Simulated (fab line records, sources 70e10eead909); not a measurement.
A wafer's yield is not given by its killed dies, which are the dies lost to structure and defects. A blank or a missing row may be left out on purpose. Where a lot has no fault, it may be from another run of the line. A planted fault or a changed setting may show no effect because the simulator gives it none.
What tool caused it?	flow nandHarc	33 wafers from 11 lots sampled at 6 of the route's 1159 steps

WHAT THE GAUGES SHOWED, per wafer
NHARC_P_ZERO_WELL_CD_MEAS_52: target cd 2000 nm. Usual: cdNm reads 1998.3 nm (standard deviation 2.2).
lot	measured	on	cdNm (nm)	flag
L538	day 1 17:59	cdSem-03	1998.0 1994.1 1995.1	
L541	day 2 11:41	cdSem-03	1999.7 2000.6 2003.1	
L544	day 3 05:44	cdSem-01	1999.1 1997.0 1998.8	
L546	day 3 17:52	cdSem-02	1773.3 1772.6 1774.7 1773.4 1772.8 1774.8	OFF
L548	day 4 05:44	cdSem-02	1998.3 1999.7 1995.6	
L552	day 5 05:36	cdSem-03	1996.5 2000.5 1997.8	
L556	day 6 06:11	cdSem-02	1997.1 1995.5 1996.0	
L557	day 6 11:47	cdSem-02	1999.1 1995.0 1998.6	
L558	day 6 17:37	cdSem-02	1998.0 1998.5 1995.2	
L559	day 6 23:53	cdSem-02	2000.0 1998.2 2000.0	
L561	day 7 11:52	cdSem-01	1999.1 2000.6 2000.1	

NHARC_END_SORT_01. Usual: defectLimitedYield 95.2 %, standard deviation 1.6; killedAtArray 29, standard deviation 11; killedAtOther 0.5, standard deviation 0.89; killedAtPeriphery 3.3, standard deviation 2; killedDies 32, standard deviation 11; killedOpen 3.1, standard deviation 1.9; killedShort 2.3, standard deviation 1.6; sort_bin_2_pct 1.5 %, standard deviation 0.71; sort_bin_3_pct 0.30 %, standard deviation 0.22; sort_bin_4_pct 3.0 %, standard deviation 1.1; sortNPass 645, standard deviation 11; sortRimYieldPct 97.3 %, standard deviation 1.8; sortYieldPct 95.2 %, standard deviation 1.6.
lot	measured	on	defectLimitedYield (%)	killedAtArray	killedAtOther	killedAtPeriphery	killedDies	killedOpen	killedShort	sort_bin_2_pct (%)	sort_bin_3_pct (%)	sort_bin_4_pct (%)	sortNPass	sortRimYieldPct (%)	sortYieldPct (%)	flag
L548	day 22 07:52	prober-02	95.6	30	0	0	30	0	0	1.8	0.44	2.2	647	99.1	95.6	

TOOL THAT RAN EACH LOT (tool first, then ch and the chambers of the sampled wafers, then the start)
lot	NHARC_P_ZERO_WELL_ETCH_62	NHARC_P_ZERO_WELL_EXPOSE_49	NHARC_P_STI_ETCH_42	NHARC_P_STI_CMP_21
L538	rieDiel-09 ch 0,2,3, day 1 17:50 or earlier	krfScanner-04 ch 0, day 1 17:50	rieDiel-12 ch 0,1,2, day 2 11:25	cmp-02 ch 2,3, day 3 06:59
L541	rieDiel-01 ch 0,2,3, day 2 11:32 or earlier	krfScanner-02 ch 0, day 2 11:32	rieDiel-10 ch 2,3, day 3 05:13	cmp-02 ch 1,3, day 3 20:29
L544	rieDiel-03 ch 0,2, day 3 05:35 or earlier	krfScanner-04 ch 0, day 3 05:35	rieDiel-12 ch 1,2,3, day 4 02:49	cmp-03 ch 0,2,3, day 4 22:25
L546	rieDiel-09 ch 2,3, day 3 17:42 or earlier	krfScanner-02 ch 0, day 3 17:42	-	-
L548	rieDiel-03 ch 0,1,3, day 4 05:35 or earlier	krfScanner-04 ch 0, day 4 05:35	rieDiel-10 ch 1,3, day 4 23:17	cmp-04 ch 0,1, day 6 14:43
L552	rieDiel-01 ch 0,2,3, day 5 05:26 or earlier	krfScanner-03 ch 0, day 5 05:26	rieDiel-06 ch 0,1,3, day 5 23:00	cmp-03 ch 0,1,2, day 6 14:38
L556	rieDiel-03 ch 1,2,3, day 6 06:02 or earlier	krfScanner-02 ch 0, day 6 06:02	rieDiel-10 ch 1,2,3, day 6 23:53	cmp-03 ch 0,1,3, day 7 21:11
L557	rieDiel-01 ch 0,1,2, day 6 11:38 or earlier	krfScanner-03 ch 0, day 6 11:38	rieDiel-06 ch 0,1,3, day 7 05:05	cmp-02 ch 0,1,3, day 7 21:13
L558	rieDiel-03 ch 2,3, day 6 17:27 or earlier	krfScanner-03 ch 0, day 6 17:27	rieDiel-12 ch 1,2,3, day 7 14:06	cmp-04 ch 2,3, day 8 09:31
L559	rieDiel-03 ch 2,3, day 6 23:43 or earlier	krfScanner-03 ch 0, day 6 23:43	rieDiel-10 ch 0,1,2, day 7 14:17	cmp-02 ch 1,2,3, day 8 09:31
L561	rieDiel-09 ch 0,1,3, day 7 11:42 or earlier	krfScanner-02 ch 0, day 7 11:42	rieDiel-06 ch 2,3, day 8 01:46	cmp-04 ch 1,2,3, day 8 21:29
- NHARC_P_ZERO_WELL_ETCH_62: etches the open film in CHF3/Ar, target depth 13 nm, time 6.5 s.
- NHARC_P_ZERO_WELL_EXPOSE_49: exposes mask P HVPW, target cd 2000 nm.
- NHARC_P_STI_ETCH_42: etches the open film in N2/H2, target depth 80 nm, overetch 24 nm, time 61 s.
- NHARC_P_STI_CMP_21: polishes, t overpolish 20 s, target thk 380.67 nm.

WHAT THE TOOLS THEMSELVES READ (means of the sampled wafers that have a number; where no wafer has one, the mark that the record gives instead)
NHARC_P_ZERO_WELL_ETCH_62. Usual: chamberPressureMTorr 25.001 mTorr, standard deviation 0.02; drypumpMotorCurrentA 5.7 A, standard deviation 0.45; oesProductAu 0.960 a.u., standard deviation 0.021; rfVppV 371.3 V, standard deviation 2.1; showerheadPlenumPTorr 2.38 Torr, standard deviation 0.091; throttleValvePct 20.218 %, standard deviation 0.0085.
lot	tool	chamberPressureMTorr (mTorr)	drypumpMotorCurrentA (A)	oesProductAu (a.u.)	rfVppV (V)	showerheadPlenumPTorr (Torr)	throttleValvePct (%)	flag
L538	rieDiel-09	25.007	5.8	0.966	372.1	2.39	20.220	
L541	rieDiel-01	25.001	6.0	0.948	371.5	2.40	20.222	
L544	rieDiel-03	25.020	5.9	0.956	370.8	2.39	20.214	
L546	rieDiel-09	25.002	6.1	0.970	370.0	2.35	20.223	
L548	rieDiel-03	25.000	5.5	0.917	371.9	2.39	20.214	
L552	rieDiel-01	25.019	6.0	0.969	371.4	2.40	20.212	
L556	rieDiel-03	24.990	5.3	0.932	371.0	2.35	20.227	
L557	rieDiel-01	25.010	5.9	0.964	371.8	2.40	20.217	
L558	rieDiel-03	25.010	5.6	0.963	368.6	2.26	20.214	
L559	rieDiel-03	24.992	5.6	0.955	368.9	2.28	20.220	
L561	rieDiel-09	25.011	5.7	0.981	372.6	2.44	20.218	

NHARC_P_STI_ETCH_42. Usual: chamberPressureMTorr 29.999 mTorr, standard deviation 0.03; drypumpMotorCurrentA 5.6 A, standard deviation 0.36; oesProductAu 1.003 a.u., standard deviation 0.011; rfVppV 430.9 V, standard deviation 2.6; showerheadPlenumPTorr 2.06 Torr, standard deviation 0.093; throttleValvePct 14.172 %, standard deviation 0.01.
lot	tool	chamberPressureMTorr (mTorr)	drypumpMotorCurrentA (A)	oesProductAu (a.u.)	rfVppV (V)	showerheadPlenumPTorr (Torr)	throttleValvePct (%)	flag
L538	rieDiel-12	30.021	6.0	1.000	431.9	2.07	14.174	
L541	rieDiel-10	30.007	5.6	1.002	429.7	1.98	14.165	
L544	rieDiel-12	30.000	5.6	0.998	431.5	2.06	14.161	
L548	rieDiel-10	29.999	5.4	0.999	431.3	2.08	14.170	
L552	rieDiel-06	29.986	5.6	0.990	430.3	2.04	14.167	
L556	rieDiel-10	29.993	5.4	1.012	430.2	2.00	14.174	
L557	rieDiel-06	29.983	5.6	1.006	431.6	2.04	14.174	
L558	rieDiel-12	29.995	5.6	0.989	430.8	2.06	14.169	
L559	rieDiel-10	30.015	5.5	1.016	428.3	1.97	14.177	
L561	rieDiel-06	29.997	5.5	1.017	431.3	2.07	14.168	

NHARC_P_STI_CMP_21. Usual: motorCurrentA 11.8 A, standard deviation 0.94; overpolishRunS 20.000 s, standard deviation 0.0092.
lot	tool	motorCurrentA (A)	overpolishRunS (s)	flag
L538	cmp-02	11.3	20.002	
L541	cmp-02	11.2	19.997	
L544	cmp-03	11.7	19.993	
L548	cmp-04	13.2	20.005	
L552	cmp-03	11.3	20.006	
L556	cmp-03	11.3	19.998	
L557	cmp-02	11.1	19.994	
L558	cmp-04	13.1	19.993	
L559	cmp-02	11.3	19.997	
L561	cmp-04	13.1	20.000	

THE ANSWER, worked out from the rows above alone
Rule: a lot is off if the mean of its wafers that have a number lies more than 3 standard deviations from the usual mean. A lot without any number at a reading at which 4 lots or more have one is off too. Where the step has rows for the other lots, those lots are counted as sound. Order of review: gauges by route order, followed by the tools' own readings, for which a lot's mean as printed above is used. At the first step where some lot is off, the reading lying furthest off is the one used; lots without a number count as furthest.
Off, at NHARC_P_ZERO_WELL_CD_MEAS_52 on cdNm: L546.
If a tool, at a process step before that reading, ran all the lots that are off and no sound lot after the first of them, it fits. Those tools and the gauges at NHARC_P_ZERO_WELL_CD_MEAS_52 are tried in the same way. NHARC_P_ZERO_WELL_ETCH_62 gives no start for some lots, so the hours and the order of its lots are those of NHARC_P_ZERO_WELL_EXPOSE_49. Of those tried, none fits.

WHAT HAD BEEN PUT IN BY THE SIMULATOR
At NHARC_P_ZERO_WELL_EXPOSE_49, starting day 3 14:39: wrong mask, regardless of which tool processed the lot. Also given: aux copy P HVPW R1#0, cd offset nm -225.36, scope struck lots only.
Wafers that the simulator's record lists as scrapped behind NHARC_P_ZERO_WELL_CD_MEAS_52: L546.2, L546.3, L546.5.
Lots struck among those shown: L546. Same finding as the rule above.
